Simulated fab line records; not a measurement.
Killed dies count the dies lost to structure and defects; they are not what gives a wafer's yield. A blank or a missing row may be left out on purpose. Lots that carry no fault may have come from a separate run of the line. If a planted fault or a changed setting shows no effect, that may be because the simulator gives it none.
Comparing a struck lot with a sound one    flow nand_harc    40 steps out of a route of 1302
Sound: these wafers, L754.1, L754.4, L754.5. Struck: wafer L762.6 (L762.1, L762.5, from the same lot, were not struck and are left out); the cause is given at the end.
At each step with rows: each side's tool, then ch and its chambers, then its first start. Under that, the readings that differ: sound wafers    struck wafers    difference of the means    sigmas: that difference in standard deviations of wafers without a fault.
alike: same words and numbers on both sides, and readings whose means sit less than 2 such deviations apart. not compared: any withheld reading, any reading some wafer has no value for, any bound like >300 that may hide the same value, and any number with overlapping values for which the record gives no deviation.
Wherever a step has rows on one side only, a row that says differs or no value, or a row with sigmas, the two part there. When numbers do not overlap yet have no deviation, they are printed without sigmas and do not part them. A reading that every wafer of one side lacks parts them only if that side has two wafers or more.

first, 1 step without rows for these wafers: NHARC_P_M0_PRE_CLEAN_29 (time 30 s).
NHARC_P_M0_PVD_20: deposits TaN, target thk 5 nm, time 8.06 s.
  sound on pvd_sputter-01; struck on pvd_sputter-03
  alike: throttle_valve_pct
then, 2 steps without rows for these wafers: NHARC_P_M0_PVD_21 (deposits Cu, target thk 30 nm, time 20.49 s); NHARC_P_M0_ECD_22 (material Cu, target thk 400 nm).
NHARC_P_M0_ANNEAL_30: time 90 s.
  sound on rtp_anneal-02 ch 0, day 5 08:10; struck on rtp_anneal-01 ch 0, day 8 08:13
  alike: anneal_temp_c_max, wafer_temp_C_max
then, 1 step without rows for these wafers: NHARC_P_M0_CMP_23 (polishes, t overpolish 20 s, target thk 117.54 nm).
NHARC_P_M0_THK_MEAS_24: measures by xrf.
  sound on film_metro-02, day 5 08:49; struck on film_metro-02, day 8 08:53
  alike: thk_nm
following that, these wafers have no rows for 1 step: NHARC_P_M0_SRD_25.
NHARC_P_M0_INSPECT_27:
  sound on defect_inspect-01, day 5 08:58; struck on defect_inspect-02, day 8 09:02
  alike: raw_defect_count
then, 1 step without rows for these wafers: NHARC_P_M0_PRE_CLEAN_31 (time 12 s).
NHARC_P_M0_DEP_32: deposits SiCN, target thk 30 nm.
  sound on pecvd-03 ch 0,1, day 5 09:10; struck on pecvd-02 ch 2, day 8 09:14
  alike: heater_power_w
  not compared: since_wet_clean_h
NHARC_P_M1_DEP_00: deposits SiOC, target thk 182.5 nm.
  sound on pecvd-03 ch 1,2, day 5 09:37; struck on pecvd-04 ch 1, day 8 09:39
  not compared: since_wet_clean_h
then, 9 steps without rows for these wafers: NHARC_P_M1_DEHYDRATE_01 (time 120 s); NHARC_P_M1_HMDS_02 (time 30 s); NHARC_P_M1_COAT_34 (time 65 s); NHARC_P_M1_COAT_03 (resist thk 90 nm); NHARC_P_M1_SOFTBAKE_04 (time 55 s); NHARC_P_M1_EBR_05; NHARC_P_M1_EXPOSE_06 (exposes mask P M1, target cd 130 nm); NHARC_P_M1_PEB_07 (peb time 65 s); NHARC_P_M1_DEVELOP_08 (develop time 35 s).
NHARC_P_M1_CD_MEAS_09 targets a cd of 130 nm.
  sound on cd_sem-03 ch 0, day 5 10:26; struck on cd_sem-02 ch 0, day 8 10:26
  alike: cd_nm
NHARC_P_M1_OVL_MEAS_10: pitch 260 nm.
  sound on overlay-01, day 5 10:32; struck on overlay-01, day 8 10:31
  alike: overlay_x_nm, overlay_y_nm
NHARC_P_M1_INSPECT_11:
  sound on defect_inspect-02, day 5 10:34; struck on defect_inspect-01, day 8 10:34
  alike: raw_defect_count
then, 3 steps without rows for these wafers: NHARC_P_M1_DESCUM_14 (chemistry O2, time 3 s); NHARC_P_M1_ETCH_35 (etches the open film in N2/H2, target depth 40 nm, overetch 12 nm, time 43.94 s); NHARC_P_M1_ETCH_15 (etches the open film in C4F8/Ar, target depth 182.5 nm, time 91.2 s).
NHARC_P_M1_CD_MEAS_16:
  sound on cd_sem-02, day 5 10:56; struck on cd_sem-01, day 8 10:55
  alike: cd_nm
then, 1 step without rows for these wafers: NHARC_P_M1_STRIP_18 (strips in N2/H2).
NHARC_P_M1_ETCH_28: etches the open film in CF4/N2, target depth 30 nm, time 72.99 s.
  sound: rie_diel-09 ch 1,2; struck: rie_diel-12 ch 1
  alike: drypump_motor_current_A, oes_product_au, rf_vpp_V, showerhead_plenum_p_Torr, throttle_valve_pct
  not compared: rf_hours_counter_h
then, 1 step without rows for these wafers: NHARC_P_M1_STRIP_19 (strips in post etch residue remover, time 600 s).
NHARC_P_M1_DEGAS_29: time 60 s.
  sound on pvd_sputter-01, day 5 11:39; struck on pvd_sputter-01, day 8 11:38
  alike: heater_power_w
then, 7 steps without rows for these wafers: NHARC_P_M1_PRE_CLEAN_30 (time 30 s); NHARC_P_M1_PVD_20 (deposits TaN, target thk 5 nm, time 8.06 s); NHARC_P_M1_PVD_21 (deposits Cu, target thk 30 nm, time 20.49 s); NHARC_P_M1_ECD_22 (material Cu, target thk 400 nm); NHARC_P_M1_ANNEAL_31 (time 90 s); NHARC_P_M1_CMP_23 (polishes, t overpolish 20 s, target thk 157.82 nm); NHARC_P_M1_SRD_25.
-- break in the record here, with 19 days between the starts of the struck wafers on either side (left off in module P_M1, picked up again in module END, where the first step shown is number 1302 on the route) --
NHARC_END_SORT_01:
  only the struck wafers appear in the record here, on prober-01 ch 0 at day 27 06:39; the sound ones have no rows

== WHERE THEY PART ==
At NHARC_END_SORT_01 and nowhere else, as far as this record goes.

WHY: what the simulator had put in
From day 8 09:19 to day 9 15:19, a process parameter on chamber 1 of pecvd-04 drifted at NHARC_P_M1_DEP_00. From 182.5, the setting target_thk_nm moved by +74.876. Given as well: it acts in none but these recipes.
